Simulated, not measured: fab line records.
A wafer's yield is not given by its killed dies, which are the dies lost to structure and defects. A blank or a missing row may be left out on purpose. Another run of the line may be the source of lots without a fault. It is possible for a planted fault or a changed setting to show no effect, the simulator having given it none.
Matching of chambers    flow n5_finfet    rie_diel-05 running N5_BEOL_M3_ETCH_69: 4 sister chambers
The step etches SiARC in CF4, target depth 15.6 nm, time 26 s. 18 wafers are shown with their chamber, then 9 later ones without.

WAFERS PAIRED WITH THEIR CHAMBERS
wafer   chamber  showerhead_plenum_p_Torr (Torr)  drypump_motor_current_A (A)  throttle_valve_pct (%)
L075.1  3        2.06                             6.01                         15.78
L075.2  2        2.27                             5.82                         15.65
L075.4  1        2.12                             5.66                         15.72
L076.1  1        2.12                             5.67                         15.71
L076.3  3        2.06                             6.00                         15.78
L076.5  3        2.06                             5.98                         15.81
L079.1  3        2.06                             6.00                         15.79
L079.2  0        2.12                             5.79                         16.05
L079.4  1        2.12                             5.68                         15.73
L082.1  0        2.11                             5.82                         16.06
L082.4  1        2.12                             5.67                         15.74
L082.6  1        2.12                             5.67                         15.74
L087.1  2        2.27                             5.80                         15.70
L087.2  0        2.11                             5.80                         16.08
L087.5  0        2.11                             5.81                         16.07
L088.3  0        2.11                             5.81                         16.08
L088.4  2        2.26                             5.81                         15.72
L088.6  3        2.05                             5.98                         15.84

SIGNATURES (means of the wafers above)
reading                   chamber 0  chamber 1  chamber 2  chamber 3  scatter within a chamber
showerhead_plenum_p_Torr  2.1120     2.1200     2.2667     2.0580     0.00402
drypump_motor_current_A   5.8060     5.6700     5.8100     5.9940     0.0108
throttle_valve_pct        16.0680    15.7280    15.6900    15.8000    0.0216
Rule: a wafer's distance from a chamber is the root of the sum, over the readings, of the square of ((its reading less the chamber's mean) divided by the reading's scatter). The wafer belongs to the nearest chamber; if the next one is less than 2 further off, it can't be placed. The scatter is the square root of a quotient: the sum, over the shown wafers, of each reading's squared deviation from its chamber's mean, divided by wafers minus chambers.

WAFERS MISSING THEIR CHAMBER
wafer   showerhead_plenum_p_Torr (Torr)  drypump_motor_current_A (A)  throttle_valve_pct (%)
L090.2  2.05                             6.01                         15.84
L090.5  2.05                             6.00                         15.85
L090.6  2.26                             5.80                         15.72
L095.1  2.11                             5.67                         15.27
L095.2  2.26                             5.84                         15.74
L095.3  2.05                             6.01                         15.86
L096.1  2.26                             5.81                         15.75
L096.4  2.05                             6.00                         15.88
L096.5  2.11                             5.67                         15.28

CHAMBER TAKEN BY EACH
wafer   from the rows above  in truth
L090.2  3                    3
L090.5  3                    3
L090.6  2                    2
L095.1  1                    1
L095.2  2                    2
L095.3  3                    3
L096.1  2                    2
L096.4  3                    3
L096.5  1                    1
Correctly placed: 9 of 9. Can't be placed from these rows: 0. 0 placed wrongly.
